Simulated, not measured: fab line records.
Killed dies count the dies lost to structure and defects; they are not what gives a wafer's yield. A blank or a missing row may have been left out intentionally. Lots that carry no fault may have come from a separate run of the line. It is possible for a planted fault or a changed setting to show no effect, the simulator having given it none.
Check for tools in common | flow nand-harc | 6 wafers sampled across 2 lots

WHY THIS WAS OPENED
At NHARC_END_SORT_01 the reading killed-at-array is flagged on 2 of 2 lots. No-fault wafers: 51, standard deviation 18.
Rule: flag the lot when none of its wafers has a number, or when each of its wafers that has one lies beyond 4 standard deviations from that mean. As for the other lots, they are considered sound.

lot  | measured     | on        | killed-at-array, wafer by wafer | flag
L324 | day 30 12:57 | prober-02 | 140 161 164                     | FLAGGED
L323 | day 30 21:21 | prober-01 | 158 150 166                     | FLAGGED
The numbers of the flagged lots are 156 on average: +106 against the usual, or +6 standard deviations.

WHICH TOOL EACH LOT WENT THROUGH
The record holds 3 process steps before the reading, out of a route of 1302 steps. Every cell lists first the tool, next ch and the chambers used by the sampled wafers, and last the start.
lot  | flag    | NHARC_A_ONON_D2_DEP_16           | NHARC_THIN_TSV_DEGAS_49      | NHARC_THIN_TSV_PVD_19
L324 | FLAGGED | pecvd-onon-01 ch 0, day 19 02:51 | pvd-sputter-01, day 29 23:23 | pvd-sputter-01, day 30 12:57 or earlier
L323 | FLAGGED | pecvd-onon-01 ch 0, day 18 21:26 | pvd-sputter-01, day 30 07:38 | pvd-sputter-01, day 30 21:21 or earlier
These steps, and what they do:
- NHARC_A_ONON_D2_DEP_16: target thk 1000 nm.
- NHARC_THIN_TSV_DEGAS_49: time 120 s.
- NHARC_THIN_TSV_PVD_19: deposits TaN, target thk 20 nm.
- NHARC_END_SORT_01

FLAGGED OVER TOTAL, TOOL BY TOOL (the gauges that took the reading come last)
step                    | tool           | lots run | flagged | share of the flagged lots | sound lots run after its first flagged lot
NHARC_A_ONON_D2_DEP_16  | pecvd-onon-01  | 2        | 2       | all                       | 0
NHARC_THIN_TSV_DEGAS_49 | pvd-sputter-01 | 2        | 2       | all                       | 0
NHARC_THIN_TSV_PVD_19   | pvd-sputter-01 | 2        | 2       | all                       | 0
NHARC_END_SORT_01       | prober-01      | 1        | 1       | some                      | 0
NHARC_END_SORT_01       | prober-02      | 1        | 1       | some                      | 0
Because NHARC_THIN_TSV_PVD_19 lacks a start for some lots, the hours and order of its lots are taken from NHARC_END_SORT_01.

WHAT THE TABLE ALLOWS
All flagged lots were run by 3 table rows, namely pecvd-onon-01 at NHARC_A_ONON_D2_DEP_16, pvd-sputter-01 at NHARC_THIN_TSV_DEGAS_49, pvd-sputter-01 at NHARC_THIN_TSV_PVD_19.
- pecvd-onon-01 at NHARC_A_ONON_D2_DEP_16 ran 2 lots, 2 of them flagged. With no sound lot run before its first flagged lot in this sample, there is nothing to narrow down the start.
- pvd-sputter-01 at NHARC_THIN_TSV_DEGAS_49 ran 2 lots, 2 of them flagged. With no sound lot run before its first flagged lot in this sample, there is nothing to narrow down the start.
- pvd-sputter-01 at NHARC_THIN_TSV_PVD_19 ran 2 lots, 2 of them flagged. With no sound lot run before its first flagged lot in this sample, there is nothing to narrow down the start.
Because each of these 2 tools fits a fault that began at some hour, counting lots does not separate them. More lots, or a look at what each step does to the wafer, might.

WHAT WAS PUT IN BY THE SIMULATOR
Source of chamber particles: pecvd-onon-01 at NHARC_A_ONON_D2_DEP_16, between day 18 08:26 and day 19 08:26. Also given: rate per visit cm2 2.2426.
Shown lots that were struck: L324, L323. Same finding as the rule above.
